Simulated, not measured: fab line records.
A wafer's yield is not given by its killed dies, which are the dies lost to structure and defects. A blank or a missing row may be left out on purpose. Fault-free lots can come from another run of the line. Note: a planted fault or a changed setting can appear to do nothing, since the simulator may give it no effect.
A struck lot beside a sound one ; flow nandHarc ; 39 out of 1302 route steps
Sound: the wafers L683.3, L683.4, L683.5. Wafers L691.2, L691.3, L691.6 were the ones struck. The cause is named last.
For every step that has rows: the tool of each side, followed by ch and its chambers, followed by its first start. Under that, the readings that differ: sound wafers ; struck wafers ; difference of the means ; sigmas: that difference in standard deviations of wafers without a fault.
alike: a reading whose means differ by less than 2 such deviations, as well as words and numbers matching on both sides. not compared: withheld readings; readings where some wafer has no value; bounds like >300 that might hide an equal value; numbers whose values overlap and for which the record gives no deviation.
The two part at a step that has a row with sigmas, a row that says differs or no value, or rows on one side only. Numbers that have no deviation but don't overlap get no sigmas and don't part them. Lack of a reading on every wafer of one side parts them only where that side has two or more wafers.

first, 6 steps without rows for these wafers: NHARC_A_STAIRCASE_EBR_285; NHARC_A_STAIRCASE_EXPOSE_286 (exposes mask CHOP 100); NHARC_A_STAIRCASE_PEB_287 (peb time 130 s); NHARC_A_STAIRCASE_DEVELOP_288 (time 140 s); NHARC_A_STAIRCASE_HARDBAKE_290 (time 140 s); NHARC_A_STAIRCASE_DESCUM_291 (chemistry O2, time 3 s).
NHARC_A_STAIRCASE_ETCH_292: etches the open film in CF4/CHF3.
  sound on rieDiel-07 ch 0,3, day 19 21:44; struck on rieDiel-07 ch 0,2, day 23 10:28
  alike: drypumpMotorCurrentA, oesProductAu, rfVppV, showerheadPlenumPTorr, throttleValvePct
  not compared: rfHoursCounterH
then, 2 steps without rows for these wafers: NHARC_A_STAIRCASE_HM_OPEN_460 (chemistry O2/COS); NHARC_A_STAIRCASE_STRIP_461 (strips in O2/COS).
NHARC_A_STAIRCASE_ETCH_452: etches the open film in CF4/O2, target depth 30 nm, overetch 3 nm, time 16.5 s.
  sound: rieDiel-07 ch 0,1,2; struck: rieDiel-07 ch 0,2
  alike: drypumpMotorCurrentA, oesProductAu, rfVppV, showerheadPlenumPTorr, throttleValvePct
  not compared: rfHoursCounterH
then, 1 step without rows for these wafers: NHARC_A_STAIRCASE_ETCH_294 (etches the open film in C4F8/O2/Ar, target depth 4989 nm, time 1211.6 s).
NHARC_A_STAIRCASE_STRIP_295: strips in O2.
  sound on rieDiel-07 ch 1,2, day 19 23:04; struck on rieDiel-07 ch 0,1, day 23 11:47
  alike: drypumpMotorCurrentA, oesProductAu, rfVppV, showerheadPlenumPTorr, throttleValvePct
  not compared: rfHoursCounterH
then, 3 steps without rows for these wafers: NHARC_A_STAIRCASE_STRIP_296 (strips in SPM, time 900 s); NHARC_A_STAIRCASE_PRECLEAN_297 (cleans in SC1); NHARC_A_STAIRCASE_SRD_298.
NHARC_A_STAIRCASE_HM_DEP_462: deposits aC, target thk 800 nm.
  sound on aclDep-01 ch 0, day 20 00:46; struck on aclDep-01 ch 0, day 23 12:55
  alike: throttleValvePct
then, 15 steps without rows for these wafers: NHARC_A_STAIRCASE_DEP_301 (deposits SiON, target thk 30 nm); NHARC_A_STAIRCASE_DEHYDRATE_302 (time 120 s); NHARC_A_STAIRCASE_HMDS_303 (time 30 s); NHARC_A_STAIRCASE_COAT_304; NHARC_A_STAIRCASE_SOFTBAKE_305 (time 170 s); NHARC_A_STAIRCASE_EBR_306; NHARC_A_STAIRCASE_EXPOSE_307 (exposes mask CHOP 50); NHARC_A_STAIRCASE_PEB_308 (peb time 130 s); NHARC_A_STAIRCASE_DEVELOP_309 (time 140 s); NHARC_A_STAIRCASE_HARDBAKE_311 (time 140 s); NHARC_A_STAIRCASE_DESCUM_312 (chemistry O2, time 3 s); NHARC_A_STAIRCASE_ETCH_313 (etches the open film in CF4/CHF3); NHARC_A_STAIRCASE_HM_OPEN_463 (chemistry O2/COS); NHARC_A_STAIRCASE_STRIP_464 (strips in O2/COS); NHARC_A_STAIRCASE_ETCH_453 (etches the open film in CF4/O2, target depth 30 nm, overetch 3 nm, time 16.5 s).
NHARC_A_STAIRCASE_ETCH_315: etches the open film in C4F8/O2/Ar, target depth 2500 nm, time 607.1 s.
  sound: rieDiel-07 ch 1,2; struck: rieDiel-03 ch 0,2,3
  alike: oesProductAu, rfVppV
  not compared: rfHoursCounterH
then, 4 steps without rows for these wafers: NHARC_A_STAIRCASE_STRIP_316 (strips in O2); NHARC_A_STAIRCASE_STRIP_317 (strips in SPM, time 900 s); NHARC_A_STAIRCASE_PRECLEAN_318 (cleans in SC1); NHARC_A_STAIRCASE_SRD_329.
NHARC_A_STAIRCASE_ALD_415: deposits SiO2, target thk 30 nm, pulse time 6 s, ald cycles 300.
  sound on aldHk-03 ch 1,3, day 20 05:25; struck on aldHk-02 ch 0,3, day 23 19:24
  alike: heaterPowerW, precursorPulseHeightRel
then, 1 step without rows for these wafers: NHARC_A_STAIRCASE_ETCHBACK_416 (etches the open film in C4F8/O2/Ar, target depth 36 nm, time 7.2 s).
-- break in the record here, with 7 days between the starts of the struck wafers on either side (left off in module A_STAIRCASE, picked up again in module END, where the first step shown is number 1302 on the route) --
NHARC_END_SORT_01:
  here the record holds rows for the struck wafers (prober-01 ch 0, day 31 01:20) but none for the sound ones

== WHERE THEY PART ==
Only at NHARC_END_SORT_01, as far as this record shows.

WHY: what the simulator had put in
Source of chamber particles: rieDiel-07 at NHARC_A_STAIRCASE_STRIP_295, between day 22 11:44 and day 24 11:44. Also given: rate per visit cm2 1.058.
